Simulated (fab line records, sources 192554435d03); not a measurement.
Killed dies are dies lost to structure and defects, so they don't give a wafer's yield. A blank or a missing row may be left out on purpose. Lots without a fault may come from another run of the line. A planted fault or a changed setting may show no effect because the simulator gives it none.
Split-lot experiment | flow n5_finfet | 7 lots, 21 wafers read, on a route of 1938 steps

THE SPLIT
At N5_FIN_CUT_COAT_29 (time 60 s, resist thk 10 nm), the setting spin_rpm was moved away from the recipe's 1500 rpm on 5 of the 21 wafers read, by -8.5% to +8.0%. The other wafers ran this setting at the recipe's value.

FROM THE SPLIT TO THE READING: what the file shows between them, 4 steps
- N5_FIN_CUT_COAT_02: resist thk 30 nm
- N5_FIN_CUT_EBR_04
- N5_FIN_CUT_DESCUM_13: chemistry O2, time 7 s
- N5_FIN_CUT_ETCH_30: etches underlayer in N2/H2, target depth 13 nm, time 10.4 s

THE READING
underlayer_of_FIN_CUT_COAT_29.thk_nm (the simulator's own value, which no gauge read), in nm, at N5_FIN_CUT_ETCH_20 (etches SiARC in CF4, target depth 26 nm, time 43.3 s). The file gives no usual value for it. The 16 wafers here that ran the recipe average 9.3 nm, standard deviation 0.093 nm.

wafer  | tool, chamber at the split | spin_rpm as run, rpm | against the recipe | underlayer_of_FIN_CUT_COAT_29.thk_nm, nm | against lot-mates on the recipe
L076.1 | litho_track-01, 0          | 1500                 | recipe             | 9.2                                      | -
L076.5 | litho_track-01, 0          | 1500                 | recipe             | 9.2                                      | -
L076.6 | litho_track-01, 0          | 1563                 | +4.2%              | 9                                        | -0.2
L080.4 | litho_track-05, 0          | 1500                 | recipe             | 9.4                                      | -
L080.5 | litho_track-05, 0          | 1500                 | recipe             | 9.2                                      | -
L080.6 | litho_track-05, 0          | 1438                 | -4.1%              | 9.6                                      | +0.3
L082.3 | litho_track-01, 0          | 1500                 | recipe             | 9.4                                      | -
L082.4 | litho_track-01, 0          | 1500                 | recipe             | 9.4                                      | -
L082.6 | litho_track-01, 0          | 1500                 | recipe             | 9.2                                      | -
L083.3 | litho_track-05, 0          | 1500                 | recipe             | 9.4                                      | -
L083.4 | litho_track-05, 0          | 1500                 | recipe             | 9.4                                      | -
L083.5 | litho_track-05, 0          | 1373                 | -8.5%              | 9.8                                      | +0.4
L084.1 | litho_track-04, 0          | 1500                 | recipe             | 9.4                                      | -
L084.3 | litho_track-04, 0          | 1620                 | +8.0%              | 9                                        | -0.4
L084.6 | litho_track-04, 0          | 1620                 | +8.0%              | 9                                        | -0.4
L085.1 | litho_track-01, 0          | 1500                 | recipe             | 9.4                                      | -
L085.3 | litho_track-01, 0          | 1500                 | recipe             | 9.4                                      | -
L085.6 | litho_track-01, 0          | 1500                 | recipe             | 9.4                                      | -
L096.3 | litho_track-01, 0          | 1500                 | recipe             | 9.4                                      | -
L096.5 | litho_track-01, 0          | 1500                 | recipe             | 9.2                                      | -
L096.6 | litho_track-01, 0          | 1500                 | recipe             | 9.4                                      | -

THE FIT
A straight line over all 21 wafers: underlayer_of_FIN_CUT_COAT_29.thk_nm changes by -0.0506 nm for each +1% of spin_rpm; r = -0.88; the points scatter about the line by 0.093 nm.
The same after taking each lot's own level away (the mean of its wafers on the recipe; 21 wafers): -0.0508 nm for each +1%; r = -0.94; scatter 0.066 nm.
On that fit, the largest move of spin_rpm shifts the reading by 0.43 nm.
The lots' own levels span 9.20 to 9.40 nm, that is 2.2 times the standard deviation above.
So the lot-to-lot level changes the slope little: the two slopes agree.
Check: with one of the wafers moved furthest among these (-8.5%) left out of the fit, the line predicts +0.455 nm for it against its lot-mates. It came out at +0.4 nm against them.

THE WHOLE CHAIN: every reading that the file lists as answering this split, in the file's order
step               | what it does                                                | reading                                                                               | change (the file's fit)                | r (the file's)
N5_FIN_CUT_COAT_29 | time 60 s, resist thk 10 nm                                 | underlayer_of_FIN_CUT_COAT_29.thk_nm (the simulator's own value, which no gauge read) | -0.0484 nm for each +1% of the setting | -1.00
N5_FIN_CUT_ETCH_30 | etches underlayer in N2/H2, target depth 13 nm, time 10.4 s | CAR-EUV_of_FIN_CUT_COAT_02.thk_nm (the simulator's own value, which no gauge read)    | +0.0631 nm for each +1% of the setting | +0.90
N5_FIN_CUT_ETCH_30 | etches underlayer in N2/H2, target depth 13 nm, time 10.4 s | etch.depth_nm (the simulator's own value, which no gauge read)                        | -0.0497 nm for each +1% of the setting | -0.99
N5_FIN_CUT_ETCH_20 | etches SiARC in CF4, target depth 26 nm, time 43.3 s        | underlayer_of_FIN_CUT_COAT_29.thk_nm (the simulator's own value, which no gauge read) | -0.0509 nm for each +1% of the setting | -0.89

THE FILE'S OWN FIT
underlayer_of_FIN_CUT_COAT_29.thk_nm changes by -0.0509 nm for each +1% of spin_rpm, r = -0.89.
